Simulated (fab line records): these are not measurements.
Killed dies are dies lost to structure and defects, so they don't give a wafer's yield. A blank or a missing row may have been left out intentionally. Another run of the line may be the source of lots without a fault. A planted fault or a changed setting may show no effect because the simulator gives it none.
The tool behind it: which one? || flow nandHarc || 24 lots, 72 wafers sampled, at 3 steps of a route of 1302

WHAT THE GAUGES SHOWED, per wafer
NHARC_A_CONTACT_CD_MEAS_69 targets a cd of 300 nm.
{"lot": "L076", "measured": "day 22 12:23", "on": "cdSem-01", "cdNm (nm)": "300.3 300.9 300.2"}
{"lot": "L075", "measured": "day 22 14:41", "on": "cdSem-03", "cdNm (nm)": "298.7 299.1 299.6"}
{"lot": "L077", "measured": "day 22 17:53", "on": "cdSem-01", "cdNm (nm)": "300.9 300.5 300.5"}
{"lot": "L074", "measured": "day 23 01:31", "on": "cdSem-02", "cdNm (nm)": "300.5 300.6 299.4"}
{"lot": "L078", "measured": "day 23 11:53", "on": "cdSem-01", "cdNm (nm)": "300.7 300.3 300.4"}
{"lot": "L079", "measured": "day 23 17:20", "on": "cdSem-02", "cdNm (nm)": "300.5 300.3 299.9"}
{"lot": "L080", "measured": "day 23 17:49", "on": "cdSem-03", "cdNm (nm)": "299.4 299.5 300.5"}
{"lot": "L081", "measured": "day 24 12:52", "on": "cdSem-03", "cdNm (nm)": "301.0 301.8 300.8"}
{"lot": "L082", "measured": "day 24 22:04", "on": "cdSem-01", "cdNm (nm)": "300.7 300.9 300.9"}
{"lot": "L083", "measured": "day 25 10:50", "on": "cdSem-01", "cdNm (nm)": "300.6 300.3 300.9"}
{"lot": "L084", "measured": "day 25 22:50", "on": "cdSem-03", "cdNm (nm)": "300.7 300.6 300.3"}
{"lot": "L086", "measured": "day 25 23:44", "on": "cdSem-01", "cdNm (nm)": "300.2 300.3 299.6"}
{"lot": "L085", "measured": "day 26 07:24", "on": "cdSem-01", "cdNm (nm)": "300.3 300.3 300.1"}
{"lot": "L087", "measured": "day 26 20:23", "on": "cdSem-02", "cdNm (nm)": "301.1 300.4 300.3"}
{"lot": "L089", "measured": "day 27 18:08", "on": "cdSem-01", "cdNm (nm)": "299.6 300.5 299.8"}
{"lot": "L088", "measured": "day 27 19:13", "on": "cdSem-02", "cdNm (nm)": "299.6 299.6 299.8"}
{"lot": "L091", "measured": "day 28 11:13", "on": "cdSem-01", "cdNm (nm)": "300.9 299.7 300.5"}
{"lot": "L090", "measured": "day 28 12:13", "on": "cdSem-03", "cdNm (nm)": "300.6 299.2 300.7"}
{"lot": "L092", "measured": "day 29 05:05", "on": "cdSem-02", "cdNm (nm)": "300.8 300.9 300.9"}
{"lot": "L093", "measured": "day 29 12:38", "on": "cdSem-01", "cdNm (nm)": "299.8 300.1 300.1"}
{"lot": "L094", "measured": "day 30 09:09", "on": "cdSem-02", "cdNm (nm)": "301.1 301.3 301.8"}
{"lot": "L095", "measured": "day 30 11:34", "on": "cdSem-02", "cdNm (nm)": "299.5 300.0 300.2"}
{"lot": "L096", "measured": "day 30 16:15", "on": "cdSem-01", "cdNm (nm)": "300.2 298.8 299.7"}
{"lot": "L097", "measured": "day 31 09:45", "on": "cdSem-03", "cdNm (nm)": "299.9 300.3 299.9"}

NHARC_A_CONTACT_INSPECT_71.
{"lot": "L076", "measured": "day 22 12:30", "on": "defectInspect-02", "rawDefectCount": "12 20 10"}
{"lot": "L075", "measured": "day 22 14:48", "on": "defectInspect-01", "rawDefectCount": "92 84 101"}
{"lot": "L077", "measured": "day 22 18:01", "on": "defectInspect-01", "rawDefectCount": "120 127 113"}
{"lot": "L074", "measured": "day 23 01:38", "on": "defectInspect-01", "rawDefectCount": "108 95 107"}
{"lot": "L078", "measured": "day 23 12:01", "on": "defectInspect-01", "rawDefectCount": "20 16 22"}
{"lot": "L079", "measured": "day 23 17:28", "on": "defectInspect-02", "rawDefectCount": "166 146 153"}
{"lot": "L080", "measured": "day 23 17:57", "on": "defectInspect-01", "rawDefectCount": "15 20 16"}
{"lot": "L081", "measured": "day 24 12:59", "on": "defectInspect-02", "rawDefectCount": "77 78 92"}
{"lot": "L082", "measured": "day 24 22:11", "on": "defectInspect-01", "rawDefectCount": "114 100 126"}
{"lot": "L083", "measured": "day 25 10:58", "on": "defectInspect-02", "rawDefectCount": "82 74 92"}
{"lot": "L084", "measured": "day 25 22:58", "on": "defectInspect-02", "rawDefectCount": "77 73 96"}
{"lot": "L086", "measured": "day 25 23:52", "on": "defectInspect-02", "rawDefectCount": "69 67 69"}
{"lot": "L085", "measured": "day 26 07:31", "on": "defectInspect-01", "rawDefectCount": "92 109 87"}
{"lot": "L087", "measured": "day 26 20:30", "on": "defectInspect-02", "rawDefectCount": "28 20 29"}
{"lot": "L089", "measured": "day 27 18:16", "on": "defectInspect-01", "rawDefectCount": "105 97 101"}
{"lot": "L088", "measured": "day 27 19:22", "on": "defectInspect-02", "rawDefectCount": "63 69 70"}
{"lot": "L091", "measured": "day 28 11:20", "on": "defectInspect-02", "rawDefectCount": "160 128 161"}
{"lot": "L090", "measured": "day 28 12:20", "on": "defectInspect-02", "rawDefectCount": "54 55 46"}
{"lot": "L092", "measured": "day 29 05:13", "on": "defectInspect-02", "rawDefectCount": "81 70 70"}
{"lot": "L093", "measured": "day 29 12:46", "on": "defectInspect-01", "rawDefectCount": "123 104 111"}
{"lot": "L094", "measured": "day 30 09:16", "on": "defectInspect-02", "rawDefectCount": "93 105 113"}
{"lot": "L095", "measured": "day 30 11:41", "on": "defectInspect-02", "rawDefectCount": "87 84 78"}
{"lot": "L096", "measured": "day 30 16:22", "on": "defectInspect-01", "rawDefectCount": "89 93 86"}
{"lot": "L097", "measured": "day 31 09:52", "on": "defectInspect-02", "rawDefectCount": "69 57 62"}

WHAT TOOL EACH LOT RAN ON (gives the tool, then ch and the chambers of the sampled wafers, and finally the start)
{"lot": "L076", "NHARC_A_CONTACT_ETCH_120": "harCapEtch-03 ch 0,1, day 22 05:32"}
{"lot": "L075", "NHARC_A_CONTACT_ETCH_120": "harCapEtch-02 ch 0,1, day 22 05:33"}
{"lot": "L077", "NHARC_A_CONTACT_ETCH_120": "harCapEtch-02 ch 0,1, day 22 10:14"}
{"lot": "L074", "NHARC_A_CONTACT_ETCH_120": "harCapEtch-01 ch 0,1, day 22 15:39"}
{"lot": "L078", "NHARC_A_CONTACT_ETCH_120": "harCapEtch-01 ch 0,1, day 23 00:02"}
{"lot": "L079", "NHARC_A_CONTACT_ETCH_120": "harCapEtch-02 ch 0,1, day 23 09:12"}
{"lot": "L080", "NHARC_A_CONTACT_ETCH_120": "harCapEtch-01 ch 0,1, day 23 10:04"}
{"lot": "L081", "NHARC_A_CONTACT_ETCH_120": "harCapEtch-01 ch 0,1, day 24 05:37"}
{"lot": "L082", "NHARC_A_CONTACT_ETCH_120": "harCapEtch-03 ch 0,1, day 24 15:27"}
{"lot": "L083", "NHARC_A_CONTACT_ETCH_120": "harCapEtch-02 ch 0,1, day 25 04:13"}
{"lot": "L084", "NHARC_A_CONTACT_ETCH_120": "harCapEtch-02 ch 0,1, day 25 15:53"}
{"lot": "L086", "NHARC_A_CONTACT_ETCH_120": "harCapEtch-01 ch 0,1, day 25 16:07"}
{"lot": "L085", "NHARC_A_CONTACT_ETCH_120": "harCapEtch-02 ch 0,1, day 26 00:06"}
{"lot": "L087", "NHARC_A_CONTACT_ETCH_120": "harCapEtch-01 ch 0,1, day 26 12:46"}
{"lot": "L089", "NHARC_A_CONTACT_ETCH_120": "harCapEtch-02 ch 0,1, day 27 11:32"}
{"lot": "L088", "NHARC_A_CONTACT_ETCH_120": "harCapEtch-03 ch 0,1, day 27 12:34"}
{"lot": "L091", "NHARC_A_CONTACT_ETCH_120": "harCapEtch-03 ch 0,1, day 28 02:09"}
{"lot": "L090", "NHARC_A_CONTACT_ETCH_120": "harCapEtch-01 ch 0,1, day 28 02:59"}
{"lot": "L092", "NHARC_A_CONTACT_ETCH_120": "harCapEtch-03 ch 1, day 28 21:19"}
{"lot": "L093", "NHARC_A_CONTACT_ETCH_120": "harCapEtch-01 ch 0,1, day 28 23:44"}
{"lot": "L094", "NHARC_A_CONTACT_ETCH_120": "harCapEtch-03 ch 0,1, day 30 02:32"}
{"lot": "L095", "NHARC_A_CONTACT_ETCH_120": "harCapEtch-01 ch 0,1, day 30 04:34"}
{"lot": "L096", "NHARC_A_CONTACT_ETCH_120": "harCapEtch-02 ch 1, day 30 09:13"}
{"lot": "L097", "NHARC_A_CONTACT_ETCH_120": "harCapEtch-03 ch 0,1, day 31 02:44"}
- NHARC_A_CONTACT_ETCH_120: etches the open film in C4F8/O2/Ar, time 190 s, target depth 1850 nm.

AS READ BY THE TOOLS THEMSELVES (means over the sampled wafers that have a number; for cases with no such wafer, the mark the record gives instead)
NHARC_A_CONTACT_ETCH_120.
{"lot": "L076", "tool": "harCapEtch-03", "oesAirLineAu (a.u.)": 1.023}
{"lot": "L075", "tool": "harCapEtch-02", "oesAirLineAu (a.u.)": 0.991}
{"lot": "L077", "tool": "harCapEtch-02", "oesAirLineAu (a.u.)": 1.000}
{"lot": "L074", "tool": "harCapEtch-01", "oesAirLineAu (a.u.)": 1.006}
{"lot": "L078", "tool": "harCapEtch-01", "oesAirLineAu (a.u.)": 0.999}
{"lot": "L079", "tool": "harCapEtch-02", "oesAirLineAu (a.u.)": 0.981}
{"lot": "L080", "tool": "harCapEtch-01", "oesAirLineAu (a.u.)": 1.002}
{"lot": "L081", "tool": "harCapEtch-01", "oesAirLineAu (a.u.)": 0.996}
{"lot": "L082", "tool": "harCapEtch-03", "oesAirLineAu (a.u.)": 1.012}
{"lot": "L083", "tool": "harCapEtch-02", "oesAirLineAu (a.u.)": 0.988}
{"lot": "L084", "tool": "harCapEtch-02", "oesAirLineAu (a.u.)": 0.997}
{"lot": "L086", "tool": "harCapEtch-01", "oesAirLineAu (a.u.)": 1.017}
{"lot": "L085", "tool": "harCapEtch-02", "oesAirLineAu (a.u.)": 0.996}
{"lot": "L087", "tool": "harCapEtch-01", "oesAirLineAu (a.u.)": 1.004}
{"lot": "L089", "tool": "harCapEtch-02", "oesAirLineAu (a.u.)": 0.998}
{"lot": "L088", "tool": "harCapEtch-03", "oesAirLineAu (a.u.)": 1.024}
{"lot": "L091", "tool": "harCapEtch-03", "oesAirLineAu (a.u.)": 0.975}
{"lot": "L090", "tool": "harCapEtch-01", "oesAirLineAu (a.u.)": 0.988}
{"lot": "L092", "tool": "harCapEtch-03", "oesAirLineAu (a.u.)": 0.996}
{"lot": "L093", "tool": "harCapEtch-01", "oesAirLineAu (a.u.)": 0.996}
{"lot": "L094", "tool": "harCapEtch-03", "oesAirLineAu (a.u.)": 1.006}
{"lot": "L095", "tool": "harCapEtch-01", "oesAirLineAu (a.u.)": 1.004}
{"lot": "L096", "tool": "harCapEtch-02", "oesAirLineAu (a.u.)": 0.991}
{"lot": "L097", "tool": "harCapEtch-03", "oesAirLineAu (a.u.)": 1.007}

THE ANSWER, worked out from the rows above alone
Rule: what is usual is taken from the lots themselves. The widest of any qualifying gaps counts: lots, ordered by their means at a reading, are off when they make up no more than a third of the lots, leave a main group of 4 or more, and stand apart from it by 3 or more times the standard deviation of that group's means. A main group whose means are all the same, to the digits that the tables above print for the reading, isn't used. Also off: a lot with no number at a reading for which 4 or more lots have one. All remaining lots with rows at the step are treated as sound. Order of review: gauges by route order, followed by the tools' own readings, for which a lot's mean as printed above is used. At the first step where some lot is off, the reading lying furthest off is the one used; lots without a number count as furthest.
Across all readings shown, no lot is off: no conclusion can be drawn from this.

WHAT THE SIMULATOR HAD PUT IN
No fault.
